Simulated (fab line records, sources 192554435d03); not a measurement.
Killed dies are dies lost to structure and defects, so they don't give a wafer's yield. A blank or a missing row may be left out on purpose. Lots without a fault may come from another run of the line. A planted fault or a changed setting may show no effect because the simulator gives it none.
fab line records | flow n5_finfet
record lots=5 wafers=12 last_day=18
route steps=1938 shown BEOL_M4@1099 BEOL_M5@1112 BEOL_M6@1198 PASSIVATION@1936
lots that met no fault: from a run of the same line without faults
start_h: hours from the record's first day to the start of the lot's first wafer shown | wait_h: hours since the lot's step before | " the same as in the row above | L1.1+2: a row that stands for several wafers | - no value, or no start given | * or withheld: withheld | < > ~ a bound
route shown NAME@n: a module of which the file shows steps, and the number in the route of the first | usual: mean/standard deviation of fault-free wafers | same: alike in all rows | chamber/n: place in a boat | sites: the reading at each site | _std_site: their standard deviation | _edge_site: outer sites' mean less inner sites' | radius_mm: how far each site lies from the wafer's centre | mask NAME#n: copy n | behind: the tool/chamber that last shaped the wafer | hold: why the lot was held/for how many hours/how that ended | device: the transistor (n, p or np) that didn't switch | end of line: the same wafers' tests at the end of the route | a step without rows: its recipe alone | killed: dies lost to structure and defects at the first sort, not the wafer's yield | map: a wafer's dies, x killed, . not, _ none there
set.NAME: the setting as run; set.NAME@STEP: as run at that earlier step | model.NAME: the simulator's own value behind a step, which no gauge read
lots at some steps of the route; a table a step, a row a wafer
services: from which hour (start_h, from the record's first day; less than 0 if before it) a tool's chamber was out of use, for how many hours, and why
## steps
# step N5_BEOL_M4_ANNEAL_95
# recipe temp_c=400 time_s=240 ambient=vacuum
# step N5_BEOL_M4_SPUTTER_96
# recipe material=Cu target_thk_a=45 temp_c=-20 chamber_pressure_pa=0.07 power_w=withheld time_s=8.29
# step N5_BEOL_M4_ECD_50
# recipe material=Cu target_thk_a=3000
# step N5_BEOL_M4_ANNEAL_51
# recipe temp_c=225 time_s=90 ambient=N2
# step N5_BEOL_M4_CMP_52
# recipe stop_on=SiOC t_overpolish_s=6.8 down_force_psi=1 platen_rpm=50 clearing_platen_down_force_psi=1.5 clearing_platen_rpm=50 post_cmp_clean=cu_alkaline target_thk_nm=40 clearing_platen_pad_velocity_m_s=0.99484 pad_velocity_m_s=0.99484
# step N5_BEOL_M4_PRE_CLEAN_60
# recipe gas=NH3/H2 time_s=15 temp_c=* rf_power_w=300
# step N5_BEOL_M4_CO_CAP_55
# recipe material=Co target_thk_a=20 temp_c=200 precursor=CCTBA/H2 pressure_torr=30 time_s=102.1
# step N5_BEOL_M4_PRE_CLEAN_56
# recipe gas=NH3 time_s=15 temp_c=withheld rf_power_w=300
# step N5_BEOL_M4_DEP_57
# recipe material=SiCN target_thk_a=80 temp_c=withheld precursor=3MS/NH3 pressure_torr=3 rf_w=202 time_s=14
# step N5_BEOL_M4_RC_MEAS_101
# usual DIBL_N=36.2/1.6 DIBL_P=36.1/2 IOFF_N=0.16/0.032 IOFF_P=0.22/0.036 ION_N=672/11 ION_P=463/7.5 SS_N=71.4/0.58 SS_P=73.2/0.67 VT_N=250/3.3 VT_P=-250/3.3
# columns lot.wafer tool chamber start_h wait_h DIBL_N[mV/V] DIBL_P[mV/V] IOFF_N[nA/um] IOFF_P[nA/um] ION_N[uA/um] ION_P[uA/um] SS_N[mV/dec] SS_P[mV/dec] VT_N[mV] VT_P[mV]
L740.1 prober-02 0 253.54 0.0 35.8 37.1 0.16 0.21 677 466 71.4 73.5 250 -248
L740.6 " 0 " " 35.6 36.5 0.16 0.21 676 459 71.0 73.3 249 -250
L742.4 prober-02 0 270.70 0.5 38.1 38.5 0.19 0.26 684 460 72.0 73.7 248 -246
L742.6 " 0 " " 38.0 38.3 0.22 0.26 690 469 71.6 74.0 242 -244
L741.2 prober-01 0 278.87 0.2 35.7 36.7 0.15 0.19 663 456 71.6 73.6 251 -251
L741.6 " 0 " " 33.9 34.9 0.13 0.16 666 456 70.8 72.7 251 -254
L748.1 prober-02 0 294.82 0.0 34.8 34.8 0.14 0.20 667 461 70.8 72.5 252 -248
L748.5 " 0 " " 36.3 34.7 0.16 0.19 667 459 72.1 73.4 253 -250
L748.6 " 0 " " 35.2 34.6 0.13 0.19 668 463 71.0 73.1 254 -248
L750.2 prober-02 0 340.00 0.2 36.9 38.3 0.17 0.23 675 469 71.6 73.0 249 -251
L750.3 " 0 " " 34.1 34.9 0.12 0.19 668 464 71.0 72.4 254 -252
L750.4 " 0 " " 34.5 35.5 0.14 0.19 671 463 71.1 72.4 250 -250
# step N5_BEOL_M5_ILD_DEP_00
# recipe material=SiCOH_lowk target_thk_a=1406.4 temp_c=300 precursor=DEMS/porogen pressure_torr=5 rf_w=500 time_s=25.9
# step N5_BEOL_M5_CURE_79
# recipe temp_c=385 time_s=240 ambient=He/Ar material=SiCOH_lowk
# step N5_BEOL_M5_PECVD_70
# recipe material=SiO2 target_thk_a=160 temp_c=400 precursor=TEOS/O2 pressure_torr=5.5 rf_w=450 teos_flow_sccm=53.8 gas=O2 flow_sccm=3000 time_s=18
# step N5_BEOL_M5_HM_DEP_02
# recipe material=TiN target_thk_a=200 temp_c=25 chamber_pressure_pa=0.49996
# step N5_BEOL_M5_COAT_59
# recipe resist=SOC temp_c=250 time_s=60 spin_rpm=1500 resist_thk_nm=60
# step N5_BEOL_M5_COAT_60
# recipe resist=SiARC temp_c=220 time_s=60 spin_rpm=1500 resist_thk_nm=12
# step N5_BEOL_M5_COAT_71
# recipe resist=underlayer temp_c=205 time_s=60 spin_rpm=1500 resist_thk_nm=5
# step N5_BEOL_M5_COAT_05
# recipe resist=CAR-EUV spin_rpm=1500 resist_thk_nm=30
# step N5_BEOL_M5_EBR_07
# recipe solvent=PGMEA ebr_width_mm=1.5
# step N5_BEOL_M5_SOFTBAKE_06
# recipe temp_c=110 time_s=60 resist=CAR-EUV
# step N5_BEOL_M5_EXPOSE_08
# recipe mask_id=M5 na=0.33 source_shape=annular sigma_inner=0.4 sigma_outer=0.8 polarization=unpolarized target_cd_nm=28 dose_mj=35.75
# step N5_BEOL_M5_PEB_09
# recipe peb_temp_c=100 peb_time_s=60 resist=CAR-EUV
# step N5_BEOL_M5_DEVELOP_10
# recipe develop_time_s=30 developer=TMAH resist=CAR-EUV rinse_liquid=surfactant_rinse dry=air_spin dev_temp_c=23
# step N5_BEOL_M5_DESCUM_16
# recipe chemistry=O2 time_s=7 source_power_w=50 bias_power_w=20 pressure_mtorr=20 rf_frequency_hz=2.712e+07 temp_c=40 resist=CAR-EUV o2_flow_sccm=225
# step N5_BEOL_M5_ETCH_72
# recipe chemistry=N2/H2 target=underlayer target_depth_a=65 mask_material=CAR-EUV time_s=5.2 ion_energy_ev=200 pressure_mtorr=30 source_w=840 bias_w=150 n2_flow_sccm=200 h2_flow_sccm=200 ends=cleared
# step N5_BEOL_M5_ETCH_61
# recipe chemistry=CF4 target=SiARC target_depth_a=156 mask_material=CAR-EUV time_s=26 ion_energy_ev=80 pressure_mtorr=40 source_w=545 bias_w=36 Ar_flow_sccm=100 cf4_flow_sccm=100 ends=cleared
# step N5_BEOL_M5_ETCH_62
# recipe chemistry=N2/H2 target=SOC target_depth_a=750 overetch_a=150 mask_material=SiARC temp_c=40 time_s=112.5 ion_energy_ev=200 pressure_mtorr=30 source_w=840 bias_w=150 n2_flow_sccm=200 h2_flow_sccm=200
# step N5_BEOL_M5_STRIP_63
# recipe chemistry=N2/H2 temp_c=40 n2_flow_sccm=200 h2_flow_sccm=200 rf_frequency_hz=6e+07
# step N5_BEOL_M5_STRIP_73
# recipe chemistry=N2/H2 temp_c=40 n2_flow_sccm=200 h2_flow_sccm=200 rf_frequency_hz=6e+07
# step N5_BEOL_M5_STRIP_64
# recipe chemistry=CF4 resist=SiARC power_w=300 bias_power_w=75 pressure_mtorr=50 cf4_flow_sccm=150 rf_frequency_hz=6e+07
# step N5_BEOL_M5_HM_OPEN_17
# recipe chemistry=Cl2/BCl3 target_depth_a=200 overetch_a=60 target=TiN mask_material=SOC ion_energy_ev=150 pressure_mtorr=10 icp_w=1000 bias_w=126 Cl2_flow_sccm=53.25 bcl3_flow_sccm=21.75 Ar_flow_sccm=25
# step N5_BEOL_M5_STRIP_19
# recipe chemistry=O2 power_w=400 temp_c=40 pressure_mtorr=30 rf_frequency_hz=6e+07 bias_power_w=0 overash_fraction=0.2 o2_flow_sccm=225
# step N5_BEOL_M5_COAT_65
# recipe resist=SOC temp_c=250 time_s=60 spin_rpm=1500 resist_thk_nm=60
# step N5_BEOL_M5_COAT_66
# recipe resist=SiARC temp_c=220 time_s=60 spin_rpm=1500 resist_thk_nm=12
# step N5_BEOL_M6_HM_DEP_02
# recipe material=TiN target_thk_a=200 temp_c=25 chamber_pressure_pa=0.49996
# usual substrate_temp_c=25.00/0.1 throttle_valve_pct=30.2/1
# columns lot.wafer tool chamber start_h wait_h substrate_temp_c throttle_valve_pct model.TiN_of_BEOL_M6_HM_DEP_02.thk_nm
L740.1 pvd_sputter-03 - 271.96 1.9 24.98 30.3 36
L740.6 " - " " 25.04 29.8 36
L742.4 pvd_sputter-03 - 285.52 2.4 25.07 29.0 19.8
L742.6 " - " " 24.98 30.0 36.2
L741.2 pvd_sputter-03 - 296.81 1.0 24.94 29.1 19.6
L741.6 " - " " 25.14 32.0 36.2
L748.1 pvd_sputter-01 - 310.22 1.6 25.16 30.7 20.2
L748.5 " - " " 25.04 31.9 20.2
L748.6 " - " " 24.95 30.8 20.2
L750.2 pvd_sputter-02 - 358.67 2.2 24.98 29.0 20
L750.3 " - " " 24.96 29.2 20.2
L750.4 " - " " 25.02 28.5 19.8
# step N5_BEOL_M6_HM_OPEN_17
# recipe chemistry=Cl2/BCl3 target_depth_a=200 overetch_a=60 target=TiN mask_material=SOC ion_energy_ev=150 pressure_mtorr=10 icp_w=1000 bias_w=126 Cl2_flow_sccm=53.25 bcl3_flow_sccm=21.75 Ar_flow_sccm=25
# usual bcl3_flow_sccm=21.75/0.069 drypump_motor_current_A=5.8/0.37 oes_product_au=0.67/0.09 throttle_valve_pct=22.16/0.17
# columns lot.wafer tool chamber start_h wait_h bcl3_flow_sccm drypump_motor_current_A oes_product_au rf_hours_counter_h throttle_valve_pct model.etch.depth_nm
L740.1 rie_metal-01 0 272.91 0.0 21.73 5.3 0.92 3 21.70 25.49
L740.6 " 1 " " 21.75 6.3 0.66 - 21.86 26.57
L742.4 rie_metal-01 1 286.58 0.1 21.83 6.3 0.55 - 22.07 19.79
L742.6 " 1 " " 21.75 6.3 0.65 - 21.87 26.38
L741.2 rie_metal-02 0 297.74 0.0 21.66 5.8 0.57 90 22.01 19.5
L741.6 " 0 " " 21.62 5.8 0.69 - 21.77 26.53
L748.1 rie_metal-03 1 311.09 0.0 21.75 5.7 0.74 18 22.28 20.12
L748.5 " 1 " " 21.84 5.7 0.74 - 22.27 20.18
L748.6 " 0 " " 21.72 6.2 0.64 - 22.28 20.16
L750.2 rie_metal-02 0 359.44 0.0 21.77 5.8 0.57 94 21.99 20.1
L750.3 " 0 " " 21.84 5.8 0.57 - 21.99 20.2
L750.4 " 1 " " 21.73 5.3 0.68 - 22.41 19.75
# step N5_BEOL_M6_VIA_ETCH_34
# recipe chemistry=C4F6/O2 target=SiCOH_lowk target_depth_a=1263 mask_material=SOC taper_deg=4 time_s=50.9 ion_energy_ev=250 pressure_mtorr=30 source_w=345 bias_w=185 Ar_flow_sccm=300 C4F6_flow_sccm=10 O2_flow_sccm=10
# usual drypump_motor_current_A=5.6/0.52 oes_product_au=0.84/0.086 rf_vpp_V=660/12 showerhead_plenum_p_Torr=2.85/0.11 throttle_valve_pct=20.79/0.22
# columns lot.wafer tool chamber start_h wait_h drypump_motor_current_A oes_product_au rf_hours_counter_h rf_vpp_V showerhead_plenum_p_Torr throttle_valve_pct
L740.1 rie_diel-01 1 276.05 0.0 6.7 0.33 40 656 2.78 20.80
L740.6 " 3 " " 6.1 0.32 - 656 2.80 20.87
L742.4 rie_diel-02 3 287.75 0.0 6.6 0.66 - 654 2.68 20.66
L742.6 " 0 " " 5.6 0.26 - 644 2.68 20.76
L741.2 rie_diel-06 2 300.48 0.0 5.5 0.80 96 662 2.85 21.09
L741.6 " 2 " " 5.5 0.31 - 664 2.85 20.94
L748.1 rie_diel-01 1 312.28 0.0 6.7 0.86 54 655 2.77 20.97
L748.5 " 0 " " 6.0 0.73 - 651 2.86 21.03
L748.6 " 1 " " 6.7 0.86 - 654 2.77 20.98
L750.2 rie_diel-06 1 361.71 0.0 4.9 0.74 182 679 2.84 20.79
L750.3 " 2 " " 5.5 0.78 118 662 2.84 21.14
L750.4 " 3 " " 5.3 0.82 79 658 2.77 20.55
# step N5_BEOL_M6_TRENCH_ETCH_37
# recipe chemistry=C4F6/O2 target_depth_a=944.35 target=SiCOH_lowk time_s=31.5 ion_energy_ev=250 pressure_mtorr=30 source_w=345 bias_w=185 Ar_flow_sccm=300 C4F6_flow_sccm=10 O2_flow_sccm=10
# usual drypump_motor_current_A=5.6/0.52 oes_product_au=0.83/0.085 rf_vpp_V=660/12 showerhead_plenum_p_Torr=2.85/0.11 throttle_valve_pct=20.82/0.22
# columns lot.wafer tool chamber start_h wait_h drypump_motor_current_A oes_product_au rf_hours_counter_h rf_vpp_V showerhead_plenum_p_Torr throttle_valve_pct model.TiN_of_BEOL_M6_HM_DEP_02.thk_nm
L740.1 rie_diel-01 1 - - 6.7 0.88 40 656 2.78 21.00 33.4
L740.6 " 3 " " 6.1 0.86 - 657 2.80 21.05 33.4
L742.4 rie_diel-02 3 - - 6.5 0.65 - 654 2.68 20.68 17.2
L742.6 " 0 " " 5.6 0.69 - 646 2.68 20.92 33.6
L741.2 rie_diel-06 2 - - 5.5 0.80 96 662 2.85 21.13 16.8
L741.6 " 2 " " 5.5 0.81 - 663 2.85 21.14 33.4
L748.1 rie_diel-01 1 - - 6.7 0.86 54 655 2.77 21.02 17.4
L748.5 " 0 " " 6.0 0.73 - 650 2.86 21.06 17.6
L748.6 " 1 " " 6.7 0.86 - 654 2.77 21.02 17.4
L750.2 rie_diel-06 1 - - 4.9 0.74 182 678 2.84 20.82 17.4
L750.3 " 2 " " 5.5 0.78 118 663 2.84 21.17 17.6
L750.4 " 3 " " 5.3 0.82 80 655 2.77 20.59 17
# step N5_BEOL_M6_OCD_MEAS_38
# usual trench_depth_nm=94.2/1.6
# columns lot.wafer tool chamber start_h wait_h trench_depth_nm
L740.1 ocd-01 - 276.29 - -
L740.6 " - " " -
L742.4 ocd-01 - 287.98 - 92.4
L742.6 " - " " -
L741.2 ocd-02 - 300.72 - 94.0
L741.6 " - " " -
L748.1 ocd-01 - 312.53 - 96.4
L748.5 " - " " 92.1
L748.6 " - " " 95.6
L750.2 ocd-02 - 361.96 - 92.4
L750.3 " - " " 94.0
L750.4 " - " " 95.9
# step N5_BEOL_M6_CD_MEAS_35
# recipe target_cd_nm=40 target_cd_y_nm=28 polarity=opening
# usual cd_nm=39.8/0.53
# columns lot.wafer tool chamber start_h wait_h cd_nm
L740.1 cd_sem-01 - 276.45 0.0 -
L740.6 " - " " -
L742.4 cd_sem-02 - 288.13 0.0 39.7
L742.6 " - " " -
L741.2 cd_sem-01 - 300.88 0.0 39.8
L741.6 " - " " -
L748.1 cd_sem-01 - 312.68 0.0 39.6
L748.5 " - " " 40.4
L748.6 " - " " 39.7
L750.2 cd_sem-01 - 362.11 0.0 39.0
L750.3 " - " " 39.1
L750.4 " - " " 38.9
# step N5_PASSIVATION_PROBE_49
# usual defect_limited_yield=91.4/1.3 killed_at_M0_to_M3=34/10 killed_at_M4_up=14/5.6 killed_at_contacts=13/5.9 killed_at_front_end=37/9.9 killed_at_other=3.5/2.8 killed_dies=101/15 killed_on_rim=13/3.9 killed_open=67/12 killed_short=32/6.6 sort_bin_5_function=5.0/0.81 sort_bin_6_memory=3.2/0.66 sort_n_pass=1079/15 sort_yield_pct=91.4/1.3
# same gross_dies=1180 killed_at_back_side=0 sort_bin_4_leakage[%]=0 sort_bin_8_speed[%]=0
# columns lot.wafer tool chamber start_h wait_h defect_limited_yield[%] killed_at_M0_to_M3 killed_at_M4_up killed_at_contacts killed_at_front_end killed_at_other killed_dies killed_on_rim killed_open killed_short sort_bin_5_function[%] sort_bin_6_memory[%] sort_n_pass sort_yield_pct[%]
L740.1 prober-02 - 359.18 0.0 0 28 1094 15 39 4 1180 152 61 35 96.6 3.1 0 0
L740.6 prober-02 - 359.43 0.3 0 30 1100 16 32 2 1180 152 57 31 97.1 2.7 0 0
L742.6 prober-01 - 372.18 0.3 0 40 1089 6 44 1 1180 152 58 37 97.1 2.5 0 0
L741.6 prober-02 - 396.81 0.3 0 43 1081 22 33 1 1180 152 82 26 96.0 3.7 0 0
# killed by level:class
L740.1 BEOL_M6:area_open=1084 STI_FIN_REVEAL:geometric_particle:open=20 STI_FIN_REVEAL:geometric_particle:short=9 MOL_CONTACT_COAG:geometric_particle:open=8 MOL_CONTACT_COAG:geometric_particle:short=7 BEOL_M2:geometric_particle:open=6 BEOL_M0_SAQP:geometric_particle:open=5 BEOL_M3:geometric_particle:open=5
L740.6 BEOL_M6:area_open=1092 MOL_CONTACT_COAG:geometric_particle:open=14 STI_FIN_REVEAL:geometric_particle:open=7 BEOL_M0_SAQP:geometric_particle:open=7 BEOL_M3:geometric_particle:open=7 FIN_SAQP:geometric_particle:short=6 BEOL_M0_SAQP:geometric_particle:short=4 BEOL_M2:geometric_particle:open=4
L742.6 BEOL_M6:area_open=1085 BEOL_M0_SAQP:geometric_particle:short=12 STI_FIN_REVEAL:geometric_particle:open=12 FIN_SAQP:geometric_particle:short=8 BEOL_M3:geometric_particle:open=7 BEOL_M0_SAQP:geometric_particle:open=7 FIN_SAQP:geometric_particle:open=4 GATE_CUT:geometric_particle:short=4
L741.6 BEOL_M6:area_open=1069 MOL_CONTACT_COAG:geometric_particle:open=16 BEOL_M1:geometric_particle:open=14 BEOL_M4:geometric_particle:open=8 BEOL_M0_SAQP:geometric_particle:open=8 STI_FIN_REVEAL:geometric_particle:open=6 MOL_CONTACT_COAG:geometric_particle:short=6 BEOL_M2:geometric_particle:open=6
# map L740.1 (x killed, . not)
_________________xxxxxxxxxxxx________________
______________xxxxxxxxxxxxxxxxxx_____________
___________xxxxxxxxxxxxxxxxxxxxxxxx__________
__________xxxxxxxxxxxxxxxxxxxxxxxxxx_________
________xxxxxxxxxxxxxxxxxxxxxxxxxxxxxx_______
_______xxxxxxxxxxxxxxxxxxxxxxxxxxxxxxxx______
______xxxxxxxxxxxxxxxxxxxxxxxxxxxxxxxxxx_____
_____xxxxxxxxxxxxxxxxxxxxxxxxxxxxxxxxxxxx____
____xxxxxxxxxxxxxxxxxxxxxxxxxxxxxxxxxxxxxx___
___xxxxxxxxxxxxxxxxxxxxxxxxxxxxxxxxxxxxxxxx__
___xxxxxxxxxxxxxxxxxxxxxxxxxxxxxxxxxxxxxxxx__
__xxxxxxxxxxxxxxxxxxxxxxxxxxxxxxxxxxxxxxxxxx_
__xxxxxxxxxxxxxxxxxxxxxxxxxxxxxxxxxxxxxxxxxx_
_xxxxxxxxxxxxxxxxxxxxxxxxxxxxxxxxxxxxxxxxxxxx
_xxxxxxxxxxxxxxxxxxxxxxxxxxxxxxxxxxxxxxxxxxxx
_xxxxxxxxxxxxxxxxxxxxxxxxxxxxxxxxxxxxxxxxxxxx
_xxxxxxxxxxxxxxxxxxxxxxxxxxxxxxxxxxxxxxxxxxxx
_xxxxxxxxxxxxxxxxxxxxxxxxxxxxxxxxxxxxxxxxxxxx
_xxxxxxxxxxxxxxxxxxxxxxxxxxxxxxxxxxxxxxxxxxxx
_xxxxxxxxxxxxxxxxxxxxxxxxxxxxxxxxxxxxxxxxxxxx
_xxxxxxxxxxxxxxxxxxxxxxxxxxxxxxxxxxxxxxxxxxxx
__xxxxxxxxxxxxxxxxxxxxxxxxxxxxxxxxxxxxxxxxxx_
__xxxxxxxxxxxxxxxxxxxxxxxxxxxxxxxxxxxxxxxxxx_
___xxxxxxxxxxxxxxxxxxxxxxxxxxxxxxxxxxxxxxxx__
___xxxxxxxxxxxxxxxxxxxxxxxxxxxxxxxxxxxxxxxx__
____xxxxxxxxxxxxxxxxxxxxxxxxxxxxxxxxxxxxxx___
_____xxxxxxxxxxxxxxxxxxxxxxxxxxxxxxxxxxxx____
______xxxxxxxxxxxxxxxxxxxxxxxxxxxxxxxxxx_____
_______xxxxxxxxxxxxxxxxxxxxxxxxxxxxxxxx______
________xxxxxxxxxxxxxxxxxxxxxxxxxxxxxx_______
__________xxxxxxxxxxxxxxxxxxxxxxxxxx_________
___________xxxxxxxxxxxxxxxxxxxxxxxx__________
______________xxxxxxxxxxxxxxxxxx_____________
_________________xxxxxxxxxxxx________________
# map L741.6 (x killed, . not)
_________________xxxxxxxxxxxx________________
______________xxxxxxxxxxxxxxxxxx_____________
___________xxxxxxxxxxxxxxxxxxxxxxxx__________
__________xxxxxxxxxxxxxxxxxxxxxxxxxx_________
________xxxxxxxxxxxxxxxxxxxxxxxxxxxxxx_______
_______xxxxxxxxxxxxxxxxxxxxxxxxxxxxxxxx______
______xxxxxxxxxxxxxxxxxxxxxxxxxxxxxxxxxx_____
_____xxxxxxxxxxxxxxxxxxxxxxxxxxxxxxxxxxxx____
____xxxxxxxxxxxxxxxxxxxxxxxxxxxxxxxxxxxxxx___
___xxxxxxxxxxxxxxxxxxxxxxxxxxxxxxxxxxxxxxxx__
___xxxxxxxxxxxxxxxxxxxxxxxxxxxxxxxxxxxxxxxx__
__xxxxxxxxxxxxxxxxxxxxxxxxxxxxxxxxxxxxxxxxxx_
__xxxxxxxxxxxxxxxxxxxxxxxxxxxxxxxxxxxxxxxxxx_
_xxxxxxxxxxxxxxxxxxxxxxxxxxxxxxxxxxxxxxxxxxxx
_xxxxxxxxxxxxxxxxxxxxxxxxxxxxxxxxxxxxxxxxxxxx
_xxxxxxxxxxxxxxxxxxxxxxxxxxxxxxxxxxxxxxxxxxxx
_xxxxxxxxxxxxxxxxxxxxxxxxxxxxxxxxxxxxxxxxxxxx
_xxxxxxxxxxxxxxxxxxxxxxxxxxxxxxxxxxxxxxxxxxxx
_xxxxxxxxxxxxxxxxxxxxxxxxxxxxxxxxxxxxxxxxxxxx
_xxxxxxxxxxxxxxxxxxxxxxxxxxxxxxxxxxxxxxxxxxxx
_xxxxxxxxxxxxxxxxxxxxxxxxxxxxxxxxxxxxxxxxxxxx
__xxxxxxxxxxxxxxxxxxxxxxxxxxxxxxxxxxxxxxxxxx_
__xxxxxxxxxxxxxxxxxxxxxxxxxxxxxxxxxxxxxxxxxx_
___xxxxxxxxxxxxxxxxxxxxxxxxxxxxxxxxxxxxxxxx__
___xxxxxxxxxxxxxxxxxxxxxxxxxxxxxxxxxxxxxxxx__
____xxxxxxxxxxxxxxxxxxxxxxxxxxxxxxxxxxxxxx___
_____xxxxxxxxxxxxxxxxxxxxxxxxxxxxxxxxxxxx____
______xxxxxxxxxxxxxxxxxxxxxxxxxxxxxxxxxx_____
_______xxxxxxxxxxxxxxxxxxxxxxxxxxxxxxxx______
________xxxxxxxxxxxxxxxxxxxxxxxxxxxxxx_______
__________xxxxxxxxxxxxxxxxxxxxxxxxxx_________
___________xxxxxxxxxxxxxxxxxxxxxxxx__________
______________xxxxxxxxxxxxxxxxxx_____________
_________________xxxxxxxxxxxx________________
## services
# columns tool chamber start_h hours kind
rie_metal-03 0 260.76 36.1 repair
rie_diel-02 0 262.90 4.5 repair
rie_diel-02 3 287.94 - clean
rie_diel-02 3 287.94 - consumable_replace:focus_ring
rie_diel-02 3 287.94 - consumable_replace:showerhead
rie_diel-02 3 287.94 28.8 scheduled_down
rie_diel-02 3 287.94 28.8 vent_cycle
rie_metal-02 1 294.58 2.0 repair
rie_metal-02 - 299.12 14.6 pm
rie_diel-06 0 323.70 2.2 repair
rie_metal-02 1 325.37 6.3 repair
rie_metal-01 1 335.15 - clean
rie_metal-01 1 335.15 18.5 scheduled_down
rie_metal-01 1 335.15 18.5 vent_cycle
rie_diel-02 0 353.41 - clean
rie_diel-02 0 353.41 - consumable_replace:focus_ring
rie_diel-02 0 353.41 - consumable_replace:showerhead
rie_diel-02 0 353.41 14.4 scheduled_down
rie_diel-02 0 353.41 14.4 vent_cycle
## key
first_sign step=N5_BEOL_M6_VIA_ETCH_34 reading=oes_product_au direction=down sigmas=6.2 usual=0.84 struck=0.30
effect step=N5_BEOL_M6_OCD_MEAS_38 reading=trench_depth_nm direction=missing
effect step=N5_BEOL_M6_CD_MEAS_35 reading=cd_nm direction=missing
effect step=N5_PASSIVATION_PROBE_49 reading=killed_at_M4_up direction=up sigmas=99+ usual=14 struck=1091
model_effect step=N5_BEOL_M6_HM_DEP_02 value=TiN_of_BEOL_M6_HM_DEP_02.thk_nm without=19.9 struck=36.1
model_effect step=N5_BEOL_M6_HM_OPEN_17 value=etch.depth_nm without=19.92 struck=26.24
model_effect step=N5_BEOL_M6_TRENCH_ETCH_37 value=TiN_of_BEOL_M6_HM_DEP_02.thk_nm without=17.25 struck=33.45
more_kills_born_at N5_BEOL_M6_HM_OPEN_17@rie_metal-01=3261 N5_BEOL_M6_HM_OPEN_17@rie_metal-02=1069
met_at N5_BEOL_M6_HM_DEP_02
struck_wafers L740.1,L740.6,L741.6,L742.6
later_rows_left_out L740.1,L740.6,L741.6,L742.6
fault kind=process_parameter_drift tool=pvd_sputter-03 chamber=- onset_h=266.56 steps=N5_BEOL_M6_HM_DEP_02 channel=target_thk_a offset=* shape=step end_h=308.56 scope=struck_wafers_only acts_in=* stated=*
# later_rows_left_out: the simulator's readings of these wafers behind a module that went badly wrong aren't trusted and aren't shown, but for the sort
